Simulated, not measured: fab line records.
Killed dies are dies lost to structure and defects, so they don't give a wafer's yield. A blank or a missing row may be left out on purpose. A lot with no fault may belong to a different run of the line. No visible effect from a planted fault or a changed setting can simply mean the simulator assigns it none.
Split-lot trial	flow n5Finfet	route with 1938 steps; 7 lots, 39 wafers read

ABOUT THE SPLIT
At N5_FIN_SAQP_SPACER1_ALD_24 (deposits SiO2, target thk 20.3 nm, pulse time 1 s, purge time 2 s), the setting aldCycles was moved away from the recipe's 218 on 9 of the 39 wafers read, by -50.5% to +50.0%. The other wafers ran this setting at the recipe's value.

FROM THE SPLIT TO THE READING: what the file shows between them, 2 steps
- N5_FIN_SAQP_SPACER1_ETCHBACK_25: etches SiO2 in CHF3/O2, target depth 24.4 nm, time 12.2 s
- N5_FIN_SAQP_MANDREL1_REMOVE_56: chemistry HBr/Cl2/O2, target a-Si, stops on SiNx, bt time 10 s

THE READING
cdNm (nm) at N5_FIN_SAQP_CD_MEAS_27, where the cd target is 20 nm. A value of 20.30 nm with a standard deviation of 0.2 nm is what fault-free wafers of this fab line usually give.

wafer	tool, chamber at the split	aldCycles as run	against the recipe	cdNm, nm	against lot-mates on the recipe
L079.1	aldSin-02, 2,0,2	108	-50.5%	9.75	-10.43
L079.2	aldSin-02, 1,3	218	recipe	20.44	-
L079.3	aldSin-02, 2,0,2	108	-50.5%	10.38	-9.80
L079.4	aldSin-02, 3	218	recipe	20.24	-
L079.5	aldSin-02, 2,0,2	108	-50.5%	9.87	-10.31
L079.6	aldSin-02, 1,3	218	recipe	19.85	-
L080.1	aldSin-01, 3,0,3	327	+50.0%	30.41	+10.28
L080.2	aldSin-01, 2	218	recipe	20.15	-
L080.3	aldSin-01, 1,0	218	recipe	20.04	-
L080.4	aldSin-01, 3,0,3	327	+50.0%	30.36	+10.23
L080.5	aldSin-01, 1,0	218	recipe	20.20	-
L080.6	aldSin-01, 3,0,3	327	+50.0%	30.19	+10.06
L082.1	aldSin-02, 1,0,3	300	+37.6%	28.00	+7.57
L082.2	aldSin-02, 2,3,2	218	recipe	20.44	-
L082.3	aldSin-02, 2,3,2	218	recipe	20.42	-
L082.4	aldSin-02, 1,0,3	300	+37.6%	27.74	+7.31
L082.5	aldSin-02, 2,3,2	218	recipe	20.43	-
L082.6	aldSin-02, 1,0,3	300	+37.6%	27.89	+7.46
L083.1	aldSin-01, 3,0,0,3	218	recipe	20.66	-
L083.2	aldSin-01, 1,2	218	recipe	20.82	-
L083.3	aldSin-01, 3,0,0,3	218	recipe	20.46	-
L083.4	aldSin-01, 1,2	218	recipe	20.12	-
L083.5	aldSin-01, 3,0,0,3	218	recipe	20.39	-
L083.6	aldSin-01, 3,0,0,3	218	recipe	20.09	-
L085.1	aldSin-01, 0,1,3,2,1	218	recipe	20.06	-
L085.2	aldSin-01, 0,1,3,2,1	218	recipe	20.29	-
L085.3	aldSin-01, 0,1,3,2,1	218	recipe	20.22	-
L085.4	aldSin-01, 2	218	recipe	20.24	-
L085.5	aldSin-01, 0,1,3,2,1	218	recipe	20.07	-
L085.6	aldSin-01, 0,1,3,2,1	218	recipe	19.90	-
L092.1	aldSin-02, 2,3,0,2	218	recipe	20.26	-
L092.2	aldSin-02, 2,3,0,2	218	recipe	20.11	-
L092.3	aldSin-02, 2,3,0,2	218	recipe	20.23	-
L092.4	aldSin-02, 1	218	recipe	20.19	-
L092.5	aldSin-02, 1	218	recipe	20.29	-
L092.6	aldSin-02, 2,3,0,2	218	recipe	20.37	-
L095.2	aldSin-03, 2,0,2	218	recipe	20.23	-
L095.4	aldSin-03, 2,0,2	218	recipe	20.31	-
L095.5	aldSin-03, 2,0,2	218	recipe	20.35	-
The file does not say which wafer passed through which chamber wherever a row lists several chambers: such a row stands for several wafers.

FIT RESULTS
A straight line over all 39 wafers: cdNm changes by +0.202 nm for each +1% of aldCycles; r = +1.00; the points scatter about the line by 0.2 nm.
The same after taking each lot's own level away (the mean of its wafers on the recipe; 39 wafers): +0.202 nm for each +1%; r = +1.00; scatter 0.18 nm.
On that fit, the largest move of aldCycles shifts the reading by 10 nm.
Measured against the standard deviation above, the lots' own levels, which go from 20.130 to 20.430 nm, span 1.5 times it.
The two slopes agree, so the slope changes little with the lot-to-lot level.
Check: with one of the wafers moved furthest among these (-50.5%) left out of the fit, the line predicts -10.1 nm for it against its lot-mates. It came out at -10.4 nm against them.

THE WHOLE CHAIN: every reading that the file lists as answering this split, in the file's order
step	what it does	reading	change (the file's fit)	r (the file's)
N5_FIN_SAQP_SPACER1_ALD_24	deposits SiO2, target thk 20.3 nm, pulse time 1 s, purge time 2 s	SiO2_of_FIN_SAQP_SPACER1_ALD_24.thkNm (the simulator's own value, which no gauge read)	+0.203 nm for each +1% of the setting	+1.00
N5_FIN_SAQP_MANDREL1_REMOVE_56	chemistry HBr/Cl2/O2, target a-Si, stops on SiNx, bt time 10 s	FIN_SAQP.cdNm (the simulator's own value, which no gauge read)	+0.203 nm for each +1% of the setting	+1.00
N5_FIN_SAQP_CD_MEAS_27	target cd 20 nm	cdNm	+0.202 nm for each +1% of the setting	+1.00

THE FILE'S OWN FIT
cdNm changes by +0.202 nm for each +1% of aldCycles, r = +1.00.
